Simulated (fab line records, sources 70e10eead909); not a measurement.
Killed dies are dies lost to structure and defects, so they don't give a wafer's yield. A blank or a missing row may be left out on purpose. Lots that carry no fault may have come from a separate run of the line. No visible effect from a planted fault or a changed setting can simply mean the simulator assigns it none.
3 desks looking at one fault	flow nand-harc	every desk sees just its own numbers, and what lay behind them comes last

## METROLOGY DESK
Means of the sampled wafers that have a number, per lot and without regard to the tool the lot ran on: this is what the gauges read. Any lot whose mean is over 4 standard deviations away from the usual mean is out of limits and marked OUT; that distance is given in the brackets.
Columns: A = cd-nm at NHARC_A_M1_CD_MEAS_09, usual 120.0 nm
lot	first seen here	A
L992	day 22 19:14	120.6
L993	day 23 10:13	120.2
L995	day 24 02:58	120.6
L997	day 24 04:29	120.4
L999	day 24 17:46	119.7
L100	day 26 08:24	120.6
L103	day 26 21:45	120.2
L107	day 29 08:34	105.7 (-23) OUT
L110	day 29 22:56	109.2 (-17) OUT
L113	day 31 01:16	119.2
L115	day 33 11:08	119.9
Finding of this desk: L107, L110 out of limits; the first was L107 at day 29 08:34, on cd-nm at NHARC_A_M1_CD_MEAS_09. Within limits: L992, L993, L995, L997, L999, L100, L103, L113, L115.

## DESK OF THE TOOL OWNER: litho-track-06
The tool's own readings at NHARC_A_M1_PEB_07 (peb time 65 s): means of the sampled wafers that have a number, for each lot that ran on this tool. Any lot whose mean is over 4 standard deviations away from the usual mean is out of limits and marked OUT; that distance is given in the brackets.
Columns: A = chill-plate-temp-C at NHARC_A_M1_PEB_07, usual 23.01 C; B = heater-power-total-W at NHARC_A_M1_PEB_07, usual 156.7 W; C = plate-temp-C at NHARC_A_M1_PEB_07, usual 99.99 C; D = resist-line-temp-C at NHARC_A_M1_PEB_07, usual 22.98 C
lot	first seen here	A	B	C	D
L995	day 24 02:53	22.97	156.5	99.97	23.09
L999	day 24 17:41	23.07	156.7	100.01	22.84
L107	day 29 08:29	22.93	148.8 (-20) OUT	96.36 (-26) OUT	23.05
L110	day 29 22:52	22.98	149.2 (-19) OUT	96.31 (-26) OUT	22.96
L115	day 33 11:04	23.16	156.9	99.82	22.98
Finding of this desk: L107, L110 out of limits; the first was L107 at day 29 08:29, on heater-power-total-W at NHARC_A_M1_PEB_07. Within limits: L995, L999, L115.

## THE DEFECT DESK
For each lot, the counts of the inspections along the route, averaged over the sampled wafers that have a number. Any lot whose mean is over 4 standard deviations away from the usual mean is out of limits and marked OUT; that distance is given in the brackets.
Columns: A = raw-defect-count at NHARC_A_M0_INSPECT_11, usual 91; B = raw-defect-count at NHARC_A_M1_INSPECT_11, usual 91
lot	first seen here	A	B
L992	day 22 15:18	156	153
L993	day 23 06:19	98	92
L995	day 23 23:01	23	21
L997	day 24 00:38	106	109
L999	day 24 13:37	84	85
L100	day 26 04:28	102	104
L103	day 26 17:49	142	140
L107	day 29 04:28	82	85
L110	day 29 19:07	116	118
L113	day 30 21:16	90	92
L115	day 33 07:15	96	95
Result from this desk: across the 11 lots, nothing is out of limits.

## ALL TOGETHER
The tool owner's desk could have raised an alarm at day 29 08:29, on L107, L110.
L107, L110 would have let the metrology desk raise an alarm at day 29 08:34.
No out-of-limits result turned up at the defect desk.
The defect desk has L107, L110 on record, within its limits.
Of the lots named, all ran NHARC_A_M1_PEB_07 on litho-track-06.

## WHAT THE SIMULATOR HAD INSERTED
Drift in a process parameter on litho-track-06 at NHARC_A_M1_PEB_07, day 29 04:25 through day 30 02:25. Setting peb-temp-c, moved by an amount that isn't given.
Struck lots among those shown: L107, L110.
Time in hours from fault onset to the first out-of-limits reading at each desk: tool owner's desk 4, metrology desk 4.
